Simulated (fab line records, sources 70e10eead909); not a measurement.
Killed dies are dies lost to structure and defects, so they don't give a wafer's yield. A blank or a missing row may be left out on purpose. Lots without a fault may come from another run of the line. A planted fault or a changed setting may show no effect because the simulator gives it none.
Chamber matching | flow nand_harc | NHARC_A_STAIRCASE_TRIM_196 on rie_diel-01: 4 sister chambers
The step chemistry O2, time 211.2 s. 4 wafers are shown with their chamber, then 7 later ones without.

WAFERS WITH THEIR CHAMBER
wafer  | chamber | showerhead_plenum_p_Torr (Torr)
L083.4 | 1       | 3.66
L083.5 | 2       | 3.49
L087.1 | 0       | 3.56
L087.4 | 3       | 3.34

WAFERS WITHOUT THEIR CHAMBER
wafer  | showerhead_plenum_p_Torr (Torr)
L087.5 | 3.48
L091.4 | 3.33
L091.5 | 3.55
L091.6 | 3.33
L093.1 | 3.33
L093.4 | 3.64
L093.6 | 3.55

WHICH CHAMBER EACH WENT THROUGH
wafer  | from the rows above | in truth
L087.5 | 2                   | 2
L091.4 | 3                   | 3
L091.5 | 0                   | 0
L091.6 | 3                   | 3
L093.1 | 3                   | 3
L093.4 | 1                   | 1
L093.6 | 0                   | 0
Placed correctly: 7 of 7. Can't be placed from these rows: 0. Placed wrongly: 0.
How it was worked out, from the rows above alone: a wafer's distance from a chamber is the root of the sum, over the readings, of the square of ((its reading less the chamber's mean) divided by the reading's scatter). The wafer belongs to the nearest chamber; if the next one is less than 2 further off, it can't be placed. A chamber's mean is the mean of its shown wafers. The scatter: with one shown wafer a chamber, the root of the mean of the squares of how far each hidden wafer lies from its nearest shown one.
